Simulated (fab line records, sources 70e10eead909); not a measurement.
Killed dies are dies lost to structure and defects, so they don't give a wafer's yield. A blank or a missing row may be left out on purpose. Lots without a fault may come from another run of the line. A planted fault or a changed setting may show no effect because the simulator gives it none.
fab line records | flow nand_harc
record lots=24 wafers=72 last_day=24
route steps=1159 shown P_GATE@187 P_CONTACT@233 P_M2@340
lots that met no fault: from a run of the same line without faults
start_h: hours from the record's first day to the start of the lot's first wafer shown | wait_h: hours since the lot's step before | " the same as in the row above | L1.1+2: a row that stands for several wafers | - no value, or no start given | * or withheld: withheld | < > ~ a bound
route shown NAME@n: a module of which the file shows steps, and the number in the route of the first | usual: mean/standard deviation of fault-free wafers | same: alike in all rows | chamber/n: place in a boat | sites: the reading at each site | _std_site: their standard deviation | _edge_site: outer sites' mean less inner sites' | radius_mm: how far each site lies from the wafer's centre | mask NAME#n: copy n | behind: the tool/chamber that last shaped the wafer | hold: why the lot was held/for how many hours/how that ended | device: the transistor (n, p or np) that didn't switch | end of line: the same wafers' tests at the end of the route | a step without rows: its recipe alone | killed: dies lost to structure and defects at the first sort, not the wafer's yield | map: a wafer's dies, x killed, . not, _ none there
set.NAME: the setting as run; set.NAME@STEP: as run at that earlier step | model.NAME: the simulator's own value behind a step, which no gauge read
steps of the route over a sample of lots; a table a step, a row a wafer
services: from which hour (start_h, from the record's first day; less than 0 if before it) a tool's chamber was out of use, for how many hours, and why
## steps
# step NHARC_P_GATE_DESCUM_61
# recipe time_s=3 o2_flow_sccm=200 ar_flow_sccm=0 bias_power_w=0 chemistry=O2
# usual drypump_motor_current_A=5.8/0.39 oes_product_au=1.000/0.015 rf_vpp_V=57.8/0.84 showerhead_plenum_p_Torr=1.91/0.099 throttle_valve_pct=11.312/0.0096
# same time_s=3
# columns lot.wafer tool chamber start_h wait_h drypump_motor_current_A oes_product_au rf_hours_counter_h rf_vpp_V showerhead_plenum_p_Torr throttle_valve_pct
L076.2 rie_diel-12 3 109.96 - 6.0 1.022 17 58.3 1.99 11.300
L076.6 " 1 " " 5.4 0.977 - 58.0 1.85 11.307
L076.5 " 2 " " 6.0 0.993 - 57.2 2.06 11.317
L075.1 rie_diel-12 2 110.81 - 5.9 0.993 16 57.8 2.06 11.310
L075.3 " 3 " " 5.9 1.025 17 58.5 1.99 11.310
L075.6 " 2 " " 6.0 1.003 - 58.3 2.06 11.304
L074.4 rie_diel-12 3 111.68 - 6.0 1.026 17 60.1 1.99 11.306
L074.1 " 0 " " 6.1 1.007 17 57.8 1.79 11.294
L074.3 " 2 " " 6.0 1.000 16 58.0 2.06 11.301
L077.2 rie_diel-12 2 122.01 - 6.0 1.003 17 58.0 2.06 11.302
L077.4 " 0 " " 6.1 0.993 18 56.6 1.79 11.311
L077.3 " 1 " " 5.4 0.999 18 57.2 1.85 11.329
L078.3 rie_diel-12 1 122.38 - 5.4 1.010 18 58.8 1.85 11.328
L078.4 " 2 " " 6.0 1.007 17 58.5 2.06 11.312
L078.6 " 0 " " 6.1 1.001 - 57.0 1.79 11.304
L079.3 rie_diel-12 2 129.66 - 6.0 0.993 18 58.0 2.06 11.297
L079.4 " 3 " " 5.9 1.030 18 57.4 1.99 11.315
L079.5 " 1 " " 5.4 1.000 - 58.9 1.85 11.322
L080.2 rie_diel-12 0 141.02 - 6.1 0.990 20 56.3 1.79 11.311
L080.6 " 1 " " 5.4 0.997 - 57.3 1.85 11.317
L080.5 " 2 " " 6.0 0.985 - 59.2 2.06 11.319
L081.3 rie_diel-03 3 145.74 - 5.2 0.991 29 57.7 1.85 11.309
L081.4 " 0 " " 5.7 0.992 31 58.2 1.95 11.321
L081.2 " 1 " " 5.3 0.982 34 58.0 1.85 11.332
L083.4 rie_diel-12 1 156.09 - 5.4 1.012 24 56.8 1.84 11.303
L083.2 " 3 " " 5.9 1.026 23 58.3 1.99 11.294
L083.6 " 2 " " 6.0 0.998 - 57.8 2.06 11.323
L082.1 rie_diel-03 1 156.59 - 5.3 0.989 39 57.1 1.85 11.316
L082.4 " 3 " " 5.2 0.997 33 58.9 1.85 11.319
L082.6 " 0 " " 5.7 1.007 - 58.0 1.94 11.299
L084.1 rie_diel-12 1 168.88 - 5.4 1.002 27 57.6 1.84 11.321
L084.2 " 2 " " 6.0 0.984 26 58.5 2.05 11.312
L084.3 " 0 " " 6.1 1.000 26 56.9 1.78 11.329
L086.4 rie_diel-02 1 180.91 - 5.4 0.983 7 58.0 1.79 11.314
L086.3 " 3 " " 6.7 0.979 8 58.4 2.03 11.318
L086.1 " 0 " " 5.4 0.986 8 57.7 2.01 11.311
L087.1 rie_diel-02 3 181.26 - 6.7 0.985 8 59.8 2.03 11.301
L087.3 " 0 " " 5.4 0.973 8 57.7 2.01 11.298
L087.5 " 3 " " 6.7 0.973 - 58.6 2.03 11.297
L085.3 rie_diel-02 2 182.96 - 6.4 0.995 8 57.1 1.78 11.304
L085.6 " 3 " " 6.6 0.977 - 57.7 2.03 11.319
L085.5 " 0 " " 5.4 0.970 - 57.7 2.01 11.310
L089.1 rie_diel-03 2 200.53 - 5.7 0.999 56 57.5 1.99 11.318
L089.5 " 1 " " 5.2 0.977 - 57.3 1.85 11.332
L089.4 " 2 " " 5.8 1.003 - 59.3 1.99 11.306
L090.1 rie_diel-02 0 203.47 - 5.4 0.981 19 57.9 2.00 11.319
L090.4 " 2 " " 6.4 1.000 16 57.7 1.77 11.303
L090.5 " 0 " " 5.4 0.986 - 57.7 2.00 11.308
L088.1 rie_diel-03 0 207.04 - 5.7 0.988 54 59.2 1.94 11.316
L088.2 " 1 " " 5.3 0.972 59 57.0 1.85 11.322
L088.3 " 2 " " 5.7 1.009 58 57.8 1.98 11.322
L091.3 rie_diel-03 3 208.46 - 5.2 0.989 49 58.0 1.84 11.289
L091.1 " 0 " " 5.7 0.992 55 57.5 1.94 11.309
L091.6 " 2 " " 5.7 0.995 - 57.8 1.98 11.291
L092.3 rie_diel-03 2 213.14 - 5.7 1.007 59 58.8 1.98 11.316
L092.1 " 3 " " 5.2 0.992 50 57.5 1.84 11.315
L092.6 " 3 " " 5.2 0.990 - 59.0 1.84 11.306
L093.1 rie_diel-12 0 214.74 - 6.1 0.991 0 58.1 1.78 11.297
L093.3 " 2 " " 6.0 1.010 1 57.7 2.05 11.305
L093.6 " 3 " " 5.9 1.017 - 58.1 1.99 11.312
L094.2 rie_diel-12 0 220.98 - 6.1 1.004 1 56.1 1.78 11.318
L094.1 " 2 " " 6.0 1.010 2 57.5 2.05 11.309
L094.4 " 3 " " 6.0 1.027 2 59.4 1.99 11.320
L095.1 rie_diel-12 0 228.41 - 6.1 0.999 3 57.0 1.78 11.295
L095.4 " 1 " " 5.4 1.017 3 56.3 1.84 11.311
L095.5 " 0 " " 6.1 1.007 - 58.5 1.78 11.303
L096.2 rie_diel-03 2 235.08 - 5.7 1.015 2 57.9 1.98 11.315
L096.1 " 0 " " 5.6 0.980 1 57.5 1.94 11.330
L096.6 " 1 " " 5.2 0.970 - 59.7 1.85 11.329
L097.3 rie_diel-12 2 237.15 - 6.0 1.018 4 58.5 2.05 11.314
L097.2 " 0 " " 6.1 1.007 4 56.1 1.78 11.322
L097.6 " 2 " " 6.0 1.013 - 58.1 2.05 11.311
# step NHARC_P_GATE_DESCUM_93
# recipe time_s=3 o2_flow_sccm=200 ar_flow_sccm=0 bias_power_w=0 chemistry=O2
# usual drypump_motor_current_A=5.8/0.41 oes_product_au=1.001/0.014 rf_vpp_V=57.8/0.97 showerhead_plenum_p_Torr=1.91/0.1 throttle_valve_pct=11.312/0.0095
# same time_s=3
# columns lot.wafer tool chamber start_h wait_h drypump_motor_current_A oes_product_au rf_hours_counter_h rf_vpp_V showerhead_plenum_p_Torr throttle_valve_pct
L076.2 rie_diel-02 2 111.58 - 6.4 0.990 43 57.2 1.78 11.311
L076.6 " 0 " " 5.4 0.991 - 57.2 2.01 11.305
L076.5 " 1 " " 5.4 0.981 - 57.8 1.80 11.305
L075.1 rie_diel-02 2 112.40 - 6.4 0.992 43 57.9 1.78 11.317
L075.3 " 3 " " 6.7 0.982 48 58.3 2.04 11.317
L075.6 " 3 " " 6.7 0.987 - 58.0 2.04 11.315
L074.3 rie_diel-12 2 113.27 - 6.0 1.001 16 58.8 2.06 11.314
L074.4 " 3 " " 6.0 1.027 17 59.6 1.99 11.319
L074.1 " 1 " " 5.4 1.008 17 55.7 1.85 11.315
L077.3 rie_diel-12 0 123.59 - 6.1 1.005 18 56.7 1.79 11.302
L077.2 " 2 " " 5.9 0.988 17 59.7 2.06 11.311
L077.4 " 3 " " 6.0 1.017 18 58.1 1.99 11.302
L078.4 rie_diel-12 3 124.08 - 6.0 1.018 18 57.7 1.99 11.314
L078.3 " 0 " " 6.1 1.002 18 57.6 1.79 11.318
L078.6 " 0 " " 6.1 1.008 - 57.7 1.79 11.317
L079.4 rie_diel-12 1 131.25 - 5.4 1.009 19 56.1 1.85 11.295
L079.3 " 0 " " 6.1 1.006 19 57.1 1.79 11.323
L079.5 " 2 " " 6.0 1.002 - 57.3 2.06 11.313
L080.2 rie_diel-12 2 142.74 - 6.0 0.992 20 60.0 2.06 11.318
L080.6 " 3 " " 6.0 1.013 - 58.0 1.99 11.311
L080.5 " 0 " " 6.1 0.995 - 57.4 1.79 11.308
L081.2 rie_diel-12 2 147.33 - 5.9 0.997 21 59.2 2.06 11.298
L081.4 " 3 " " 5.9 1.015 21 57.1 1.99 11.320
L081.3 " 0 " " 6.1 1.003 21 56.7 1.79 11.309
L083.2 rie_diel-12 0 158.18 - 6.1 0.989 24 58.6 1.79 11.308
L083.4 " 1 " " 5.4 0.996 24 57.5 1.85 11.303
L083.6 " 3 " " 5.9 1.007 - 58.3 1.99 11.319
L082.1 rie_diel-12 3 158.44 - 5.9 1.020 23 56.9 1.99 11.322
L082.4 " 1 " " 5.4 1.003 24 58.2 1.84 11.313
L082.6 " 3 " " 5.9 1.014 - 59.3 1.99 11.319
L084.1 rie_diel-12 1 170.59 - 5.4 1.007 27 57.3 1.84 11.316
L084.3 " 3 " " 5.9 1.021 26 57.3 1.99 11.319
L084.2 " 0 " " 6.1 1.010 26 58.3 1.78 11.297
L086.4 rie_diel-02 2 182.64 - 6.5 0.991 8 58.0 1.78 11.306
L086.3 " 3 " " 6.7 0.978 8 58.5 2.03 11.318
L086.1 " 0 " " 5.4 0.975 8 58.2 2.01 11.325
L087.1 rie_diel-02 2 182.85 - 6.4 0.993 8 57.4 1.77 11.307
L087.3 " 0 " " 5.4 0.977 8 57.6 2.01 11.330
L087.5 " 1 " " 5.4 0.986 - 56.1 1.79 11.296
L085.3 rie_diel-12 3 185.94 - 5.9 1.031 28 57.3 1.99 11.306
L085.5 " 3 " " 6.0 1.022 - 57.9 1.99 11.300
L085.6 " 0 " " 6.1 1.002 - 56.8 1.78 11.288
L089.4 rie_diel-02 2 202.28 - 6.5 1.001 16 56.8 1.77 11.304
L089.1 " 3 " " 6.7 0.993 18 58.4 2.03 11.299
L089.5 " 1 " " 5.4 0.994 - 57.0 1.79 11.296
L090.4 rie_diel-03 3 205.18 - 5.2 0.985 49 57.8 1.84 11.297
L090.1 " 2 " " 5.7 0.997 58 58.5 1.98 11.330
L090.5 " 0 " " 5.7 1.000 - 57.8 1.94 11.313
L088.1 rie_diel-03 3 208.79 - 5.2 0.996 49 57.4 1.84 11.323
L088.3 " 0 " " 5.7 0.998 55 58.2 1.94 11.328
L088.2 " 2 " " 5.8 1.003 58 56.4 1.99 11.310
L091.1 rie_diel-03 0 210.14 - 5.7 1.003 55 57.8 1.94 11.303
L091.3 " 1 " " 5.3 0.979 59 58.1 1.85 11.313
L091.6 " 0 " " 5.7 1.002 - 58.7 1.94 11.316
L092.1 rie_diel-03 0 214.87 - 5.7 0.998 55 56.7 1.94 11.317
L092.3 " 3 " " 5.2 1.002 50 56.7 1.84 11.311
L092.6 " 1 " " 5.3 0.981 - 58.9 1.85 11.324
L093.3 rie_diel-02 0 216.39 - 5.4 0.983 22 60.0 2.00 11.319
L093.1 " 1 " " 5.4 0.986 20 57.3 1.79 11.309
L093.6 " 3 " " 6.7 0.987 - 58.0 2.03 11.312
L094.1 rie_diel-12 0 222.71 - 6.1 1.005 2 58.8 1.78 11.320
L094.4 " 2 " " 6.0 1.012 2 57.8 2.05 11.299
L094.2 " 3 " " 5.9 1.023 2 59.2 1.99 11.307
L095.4 rie_diel-12 1 230.27 - 5.4 1.030 3 57.9 1.84 11.315
L095.1 " 2 " " 6.0 1.003 3 58.7 2.05 11.296
L095.5 " 1 " " 5.4 1.022 - 57.4 1.84 11.308
L096.2 rie_diel-12 2 236.68 - 6.0 1.012 4 58.6 2.05 11.302
L096.1 " 0 " " 6.1 1.012 4 55.3 1.78 11.297
L096.6 " 2 " " 6.0 0.999 - 59.1 2.05 11.312
L097.3 rie_diel-12 0 238.86 - 6.1 0.997 4 57.6 1.78 11.286
L097.2 " 2 " " 6.0 1.002 5 57.6 2.05 11.305
L097.6 " 3 " " 6.0 1.031 - 57.6 1.98 11.319
# step NHARC_P_GATE_RTA_64
# recipe temp_c=1050 time_s=1
# usual lamp_power_pct=32/5 lamp_zone_5_pct=32/5 wafer_temp_C_max=1054.4/1.1
# same time_s=1
# columns lot.wafer tool chamber start_h wait_h lamp_power_pct lamp_zone_5_pct wafer_temp_C_max
L076.2 rtp_anneal-01 0 113.26 - 37 37 1053.9
L076.5 " 0 " " 38 37 1056.6
L076.6 " 0 " " 37 37 1055.9
L075.1 rtp_anneal-02 0 114.27 - 27 27 1053.9
L075.3 " 0 " " 27 27 1054.7
L075.6 " 0 " " 27 27 1053.1
L074.1 rtp_anneal-01 0 114.94 - 37 37 1053.9
L074.3 " 0 " " 37 37 1054.6
L074.4 " 0 " " 37 37 1054.1
L077.2 rtp_anneal-02 0 125.26 - 27 27 1053.9
L077.3 " 0 " " 27 27 1054.3
L077.4 " 0 " " 27 27 1055.1
L078.3 rtp_anneal-01 0 125.86 - 37 37 1054.4
L078.4 " 0 " " 37 37 1055.0
L078.6 " 0 " " 37 37 1054.2
L079.3 rtp_anneal-02 0 133.04 - 27 27 1054.2
L079.4 " 0 " " 27 27 1054.1
L079.5 " 0 " " 27 27 1054.9
L080.2 rtp_anneal-01 0 144.39 - 37 37 1054.6
L080.5 " 0 " " 37 38 1057.4
L080.6 " 0 " " 38 37 1056.6
L081.2 rtp_anneal-01 0 149.02 - 37 37 1055.1
L081.3 " 0 " " 37 37 1053.6
L081.4 " 0 " " 37 37 1055.5
L083.2 rtp_anneal-02 0 159.83 - 27 27 1054.2
L083.4 " 0 " " 27 27 1054.0
L083.6 " 0 " " 27 27 1053.8
L082.1 rtp_anneal-01 0 160.11 - 37 37 1054.0
L082.4 " 0 " " 37 37 1053.2
L082.6 " 0 " " 37 37 1055.7
L084.1 rtp_anneal-01 0 172.23 - 37 37 1053.8
L084.2 " 0 " " 37 37 1052.7
L084.3 " 0 " " 37 37 1055.1
L086.1 rtp_anneal-02 0 184.27 - 27 27 1053.3
L086.3 " 0 " " 27 27 1052.2
L086.4 " 0 " " 27 27 1054.8
L087.1 rtp_anneal-02 0 185.05 - 27 27 1053.6
L087.3 " 0 " " 27 27 1053.1
L087.5 " 0 " " 27 27 1053.0
L085.3 rtp_anneal-02 0 187.87 - 27 27 1057.1
L085.5 " 0 " " 27 27 1054.0
L085.6 " 0 " " 27 27 1056.1
L089.1 rtp_anneal-01 0 203.91 - 38 38 1055.4
L089.4 " 0 " " 37 37 1053.1
L089.5 " 0 " " 37 38 1054.1
L090.1 rtp_anneal-01 0 206.83 - 37 37 1054.2
L090.4 " 0 " " 37 37 1055.8
L090.5 " 0 " " 38 37 1054.3
L088.1 rtp_anneal-02 0 210.59 - 27 27 1055.3
L088.2 " 0 " " 27 27 1053.2
L088.3 " 0 " " 27 27 1054.3
L091.1 rtp_anneal-01 0 211.81 - 37 37 1056.0
L091.3 " 0 " " 37 37 1054.7
L091.6 " 0 " " 37 37 1055.9
L092.1 rtp_anneal-02 0 216.52 - 27 27 1053.9
L092.3 " 0 " " 27 27 1054.7
L092.6 " 0 " " 27 27 1054.5
L093.1 rtp_anneal-02 0 218.03 - 27 27 1052.9
L093.3 " 0 " " 27 27 1054.9
L093.6 " 0 " " 27 27 1053.3
L094.1 rtp_anneal-02 0 224.36 - 27 27 1053.0
L094.2 " 0 " " 27 27 1053.2
L094.4 " 0 " " 27 27 1053.6
L095.1 rtp_anneal-02 0 231.91 - 27 27 1053.2
L095.4 " 0 " " 27 27 1055.1
L095.5 " 0 " " 27 27 1054.2
L096.1 rtp_anneal-01 0 238.33 - 37 37 1054.9
L096.2 " 0 " " 37 37 1053.2
L096.6 " 0 " " 37 37 1054.4
L097.2 rtp_anneal-02 0 240.53 - 27 27 1053.9
L097.3 " 0 " " 27 27 1052.8
L097.6 " 0 " " 27 27 1055.6
# step NHARC_P_CONTACT_OVL_MEAS_13
# usual overlay_x_nm=-0.1/0.88 overlay_y_nm=0.0/0.67
# columns lot.wafer tool chamber start_h wait_h overlay_x_nm overlay_y_nm
L076.2 overlay-02 - 116.21 - -1.2 0.3
L076.5 " - " " -0.6 0.3
L076.6 " - " " -1.1 0.4
L075.1 overlay-02 - 117.11 - -0.7 0.3
L075.3 " - " " -1.4 0.6
L075.6 " - " " -1.1 0.6
L074.1 overlay-01 - 118.08 - 0.7 0.3
L074.3 " - " " 0.5 0.9
L074.4 " - " " 0.9 0.8
L077.2 overlay-02 - 128.23 - -0.5 0.6
L077.3 " - " " -1.3 0.7
L077.4 " - " " -1.0 0.4
L078.3 overlay-01 - 128.83 - 0.5 -0.4
L078.4 " - " " -0.1 0.1
L078.6 " - " " -0.4 -0.4
L079.3 overlay-02 - 136.02 - 0.8 0.4
L079.4 " - " " 1.0 0.1
L079.5 " - " " 1.1 -0.1
L080.2 overlay-01 - 147.42 - -1.5 -0.9
L080.5 " - " " -2.2 -0.6
L080.6 " - " " -2.0 -0.7
L081.2 overlay-01 - 151.96 - 0.5 -0.3
L081.3 " - " " -0.6 -0.4
L081.4 " - " " -0.1 -0.5
L083.2 overlay-01 - 162.77 - -2.0 -0.6
L083.4 " - " " -1.2 0.0
L083.6 " - " " -0.9 -0.1
L082.1 overlay-02 - 163.24 - 0.8 -1.0
L082.4 " - " " 1.0 -1.3
L082.6 " - " " 0.8 -1.2
L084.1 overlay-01 - 175.22 - -0.2 0.7
L084.2 " - " " -0.2 0.4
L084.3 " - " " -0.8 -0.2
L086.1 overlay-02 - 187.23 - -0.9 -0.4
L086.3 " - " " -0.1 -0.6
L086.4 " - " " -0.3 -0.7
L087.1 overlay-02 - 188.10 - -0.9 -1.7
L087.3 " - " " -1.2 -1.5
L087.5 " - " " -1.0 -1.4
L085.3 overlay-01 - 190.78 - 0.9 1.0
L085.5 " - " " 0.8 0.8
L085.6 " - " " 0.6 1.7
L089.1 overlay-02 - 207.23 - 0.6 0.0
L089.4 " - " " 0.1 0.1
L089.5 " - " " 0.2 0.1
L090.1 overlay-01 - 209.88 - 1.6 0.2
L090.4 " - " " 0.7 -0.2
L090.5 " - " " 0.9 0.2
L088.1 overlay-01 - 213.55 - -0.9 -0.6
L088.2 " - " " 0.0 -1.1
L088.3 " - " " 0.2 -0.8
L091.1 overlay-02 - 214.92 - -0.8 1.3
L091.3 " - " " -1.1 1.2
L091.6 " - " " -0.7 1.2
L092.1 overlay-01 - 219.36 - -0.2 0.1
L092.3 " - " " -0.2 0.1
L092.6 " - " " -0.5 0.4
L093.1 overlay-02 - 221.51 - -0.1 -0.6
L093.3 " - " " 0.4 -0.4
L093.6 " - " " 0.2 0.1
L094.1 overlay-02 - 227.19 - 0.3 -0.7
L094.2 " - " " -0.5 -0.3
L094.4 " - " " 0.1 -0.2
L095.1 overlay-02 - 234.80 - 1.2 0.1
L095.4 " - " " 1.3 0.4
L095.5 " - " " 1.0 0.4
L096.1 overlay-01 - 241.30 - -0.2 -0.4
L096.2 " - " " -0.6 -0.6
L096.6 " - " " -0.6 -0.5
L097.2 overlay-02 - 243.43 - 1.4 -0.8
L097.3 " - " " 1.2 -1.0
L097.6 " - " " 0.9 -0.3
# step NHARC_P_CONTACT_STRIP_28
# recipe o2_flow_sccm=500 ar_flow_sccm=0 bias_w=0 chemistry=O2
# usual drypump_motor_current_A=5.81/0.27 oes_product_au=0.996/0.011 rf_vpp_V=57.6/0.95 showerhead_plenum_p_Torr=3.47/0.12 throttle_valve_pct=17.036/0.0086
# same bias_w=0
# columns lot.wafer tool chamber start_h wait_h drypump_motor_current_A oes_product_au rf_hours_counter_h rf_vpp_V showerhead_plenum_p_Torr throttle_valve_pct
L076.2 rie_diel-08 2 117.26 0.1 6.08 0.991 17 58.7 3.34 17.041
L076.6 " 2 " " 6.05 0.985 - 56.9 3.34 17.051
L076.5 " 3 " " 5.56 0.996 - 58.4 3.47 17.031
L075.1 rie_diel-11 2 118.22 0.1 6.44 0.989 28 58.6 3.45 17.030
L075.3 " 0 " " 6.07 1.006 32 58.8 3.40 17.033
L075.6 " 2 " " 6.36 0.990 - 58.6 3.45 17.028
L074.3 rie_diel-08 3 119.14 0.1 5.56 1.003 18 58.8 3.47 17.038
L074.4 " 0 " " 5.99 0.995 18 58.2 3.55 17.031
L074.1 " 1 " " 5.37 1.006 13 56.5 3.53 17.037
L077.4 rie_diel-11 3 129.31 0.1 6.01 1.001 39 57.0 3.49 17.036
L077.3 " 0 " " 6.09 1.016 37 58.2 3.39 17.041
L077.2 " 1 " " 5.68 0.992 37 58.4 3.66 17.033
L078.4 rie_diel-04 0 129.90 0.1 5.65 0.998 1 59.5 3.66 17.045
L078.3 " 3 " " 5.88 0.969 1 57.1 3.37 17.043
L078.6 " 0 " " 5.69 1.003 - 56.9 3.66 17.037
L079.4 rie_diel-08 3 137.10 0.1 5.58 0.992 0 57.1 3.47 17.023
L079.3 " 0 " " 6.01 0.999 0 58.4 3.55 17.037
L079.5 " 2 " " 6.05 1.013 - 57.2 3.34 17.052
L080.2 rie_diel-11 2 148.49 0.1 6.45 0.989 39 56.5 3.44 17.017
L080.5 " 1 " " 5.72 0.994 - 58.0 3.66 17.034
L080.6 " 2 " " 6.41 0.976 - 56.4 3.44 17.034
L081.3 rie_diel-04 1 153.03 0.1 5.70 0.994 3 58.5 3.35 17.036
L081.2 " 2 " " 5.56 1.008 3 57.6 3.66 17.005
L081.4 " 3 " " 5.86 0.987 3 57.4 3.37 17.048
L083.2 rie_diel-11 2 163.81 0.1 6.44 0.985 46 57.2 3.44 17.029
L083.4 " 1 " " 5.68 0.998 50 58.8 3.65 17.028
L083.6 " 2 " " 6.43 0.985 - 58.6 3.44 17.046
L082.4 rie_diel-04 2 164.44 0.1 5.54 0.999 4 58.4 3.66 17.034
L082.1 " 0 " " 5.66 1.010 4 58.3 3.66 17.044
L082.6 " 2 " " 5.55 0.995 - 56.9 3.66 17.034
L084.2 rie_diel-04 3 176.51 0.1 5.87 0.981 5 56.8 3.37 17.031
L084.1 " 0 " " 5.70 1.003 5 56.4 3.66 17.027
L084.3 " 1 " " 5.72 1.000 5 56.2 3.35 17.036
L086.1 rie_diel-08 1 188.27 0.1 5.39 1.001 5 57.3 3.53 17.048
L086.3 " 2 " " 6.08 1.002 5 57.4 3.34 17.030
L086.4 " 0 " " 6.00 0.987 - 57.9 3.55 17.041
L087.3 rie_diel-04 0 189.30 0.1 5.69 1.013 6 59.0 3.66 17.044
L087.1 " 1 " " 5.71 1.005 6 57.3 3.35 17.038
L087.5 " 0 " " 5.67 1.021 - 57.8 3.66 17.031
L085.3 rie_diel-04 3 191.92 0.2 5.85 0.979 - 57.7 3.37 17.037
L085.5 " 1 " " 5.69 1.000 - 56.6 3.35 17.035
L085.6 " 3 " " 5.88 0.987 - 57.7 3.37 17.032
L089.1 rie_diel-08 2 208.28 0.1 6.04 0.997 7 57.9 3.34 17.020
L089.4 " 3 " " 5.58 0.995 8 57.3 3.47 17.031
L089.5 " 2 " " 6.05 0.999 - 57.8 3.34 17.047
L090.1 rie_diel-04 1 210.93 0.1 5.75 0.996 8 58.6 3.35 17.034
L090.4 " 2 " " 5.52 1.000 6 58.0 3.66 17.039
L090.5 " 2 " " 5.52 0.993 - 58.3 3.66 17.038
L088.3 rie_diel-08 2 214.60 0.1 6.05 1.013 8 57.6 3.34 17.030
L088.1 " 3 " " 5.57 1.004 9 56.6 3.47 17.040
L088.2 " 0 " " 5.99 0.999 9 56.5 3.54 17.043
L091.1 rie_diel-08 3 215.99 0.1 5.59 0.992 9 57.2 3.47 17.042
L091.3 " 1 " " 5.38 0.991 9 56.7 3.52 17.045
L091.6 " 3 " " 5.57 0.999 - 58.9 3.47 17.027
L092.1 rie_diel-04 1 220.42 0.1 5.73 1.011 9 56.1 3.35 17.025
L092.3 " 2 " " 5.53 0.995 7 58.3 3.66 17.031
L092.6 " 0 " " 5.66 1.024 - 57.0 3.66 17.044
L093.3 rie_diel-04 2 222.55 0.1 5.55 0.994 7 58.7 3.66 17.039
L093.1 " 1 " " 5.72 1.001 9 58.2 3.35 17.044
L093.6 " 2 " " 5.56 0.994 - 57.9 3.66 17.033
L094.4 rie_diel-08 2 228.25 0.1 6.08 1.004 10 58.5 3.34 17.052
L094.2 " 0 " " 6.02 0.992 10 57.7 3.54 17.031
L094.1 " 1 " " 5.36 0.983 10 54.8 3.52 17.042
L095.1 rie_diel-08 2 235.86 0.1 6.06 1.017 11 57.7 3.34 17.037
L095.4 " 3 " " 5.60 0.990 11 57.4 3.46 17.037
L095.5 " 2 " " 6.07 1.001 - 58.9 3.34 17.031
L096.1 rie_diel-11 0 242.34 0.1 6.05 1.004 14 59.4 3.37 17.029
L096.2 " 2 " " 6.42 1.004 16 57.6 3.42 17.037
L096.6 " 0 " " 6.04 1.011 - 56.7 3.37 17.029
L097.2 rie_diel-08 0 244.50 0.1 5.98 0.990 13 59.3 3.54 17.049
L097.3 " 1 " " 5.37 0.982 12 58.6 3.52 17.029
L097.6 " 2 " " 6.04 1.000 - 55.1 3.34 17.024
# step NHARC_P_M2_PVD_20
# recipe target_thk_a=50 bias_v=168.6 power_w=15000 chamber_pressure_pa=0.12 time_s=8.06 substrate_temp_c=50 material=TaN
# usual throttle_valve_pct=29.9/1.1
# same time_s=8.06
# columns lot.wafer tool chamber start_h wait_h throttle_valve_pct
L076.2 pvd_sputter-01 - - - 31.5
L076.6 " - " " 28.6
L076.5 " - " " 29.4
L075.1 pvd_sputter-03 - - - 31.4
L075.3 " - " " 27.6
L075.6 " - " " 31.3
L074.1 pvd_sputter-01 - - - 31.0
L074.3 " - " " 28.8
L074.4 " - " " 29.4
L077.3 pvd_sputter-01 - - - 28.8
L077.4 " - " " 29.3
L077.2 " - " " 31.1
L078.4 pvd_sputter-02 - - - 30.8
L078.3 " - " " 30.6
L078.6 " - " " 30.1
L079.3 pvd_sputter-03 - - - 27.6
L079.4 " - " " 29.1
L079.5 " - " " 28.1
L080.2 pvd_sputter-03 - - - 28.5
L080.6 " - " " 27.6
L080.5 " - " " 28.3
L081.3 pvd_sputter-01 - - - 29.9
L081.4 " - " " 30.6
L081.2 " - " " 31.0
L083.2 pvd_sputter-02 - - - 31.2
L083.4 " - " " 30.0
L083.6 " - " " 30.1
L082.4 pvd_sputter-02 - - - 30.2
L082.1 " - " " 30.1
L082.6 " - " " 30.5
L084.3 pvd_sputter-02 - - - 30.3
L084.2 " - " " 30.5
L084.1 " - " " 30.3
L086.3 pvd_sputter-02 - - - 30.2
L086.4 " - " " 30.4
L086.1 " - " " 30.0
L087.1 pvd_sputter-01 - - - 30.5
L087.3 " - " " 30.0
L087.5 " - " " 30.4
L085.3 pvd_sputter-02 - - - 30.0
L085.5 " - " " 30.2
L085.6 " - " " 30.2
L089.4 pvd_sputter-03 - - - 29.3
L089.1 " - " " 27.7
L089.5 " - " " 29.2
L090.4 pvd_sputter-03 - - - 27.7
L090.1 " - " " 31.3
L090.5 " - " " 29.5
L088.1 pvd_sputter-01 - - - 30.0
L088.3 " - " " 30.4
L088.2 " - " " 31.0
L091.1 pvd_sputter-02 - - - 31.0
L091.3 " - " " 30.1
L091.6 " - " " 30.0
L092.3 pvd_sputter-03 - - - 28.0
L092.1 " - " " 28.3
L092.6 " - " " 29.2
L093.1 pvd_sputter-02 - - - 30.2
L093.3 " - " " 29.9
L093.6 " - " " 31.1
L094.4 pvd_sputter-03 - - - 31.3
L094.2 " - " " 29.3
L094.1 " - " " 27.7
L095.1 pvd_sputter-03 - - - 28.4
L095.4 " - " " 31.1
L095.5 " - " " 28.0
L096.2 pvd_sputter-01 - - - 30.2
L096.1 " - " " 30.5
L096.6 " - " " 29.7
L097.3 pvd_sputter-03 - - - 27.9
L097.2 " - " " 28.1
L097.6 " - " " 31.2
## services
# columns tool chamber start_h hours kind
rie_diel-02 2 91.50 4.5 repair
rie_diel-12 - 94.36 0.2 repair
pvd_sputter-03 - 102.00 10.0 pm
rie_diel-12 - 102.47 0.4 repair
rie_diel-04 - 111.90 9.0 pm
rie_diel-02 1 118.90 1.8 repair
rie_diel-08 - 124.80 9.0 pm
rie_diel-03 0 133.06 6.9 repair
rie_diel-02 - 150.94 9.0 pm
pvd_sputter-02 - 152.70 2.4 repair
pvd_sputter-03 - 171.17 48.7 repair
rie_diel-08 2 175.06 6.6 repair
rie_diel-04 2 185.65 9.5 repair
rie_diel-08 3 188.22 1.2 repair
rie_diel-04 - 189.96 0.5 repair
rie_diel-04 0 190.58 9.3 repair
rie_diel-12 - 202.40 9.0 pm
rie_diel-08 1 202.74 2.6 repair
pvd_sputter-02 - 214.00 10.0 pm
rie_diel-03 - 215.32 9.0 pm
rie_diel-03 0 231.06 2.7 repair
rie_diel-04 1 240.11 6.5 repair
rie_diel-02 1 257.50 4.1 repair
rie_diel-02 2 258.44 3.6 repair
## key
fault none
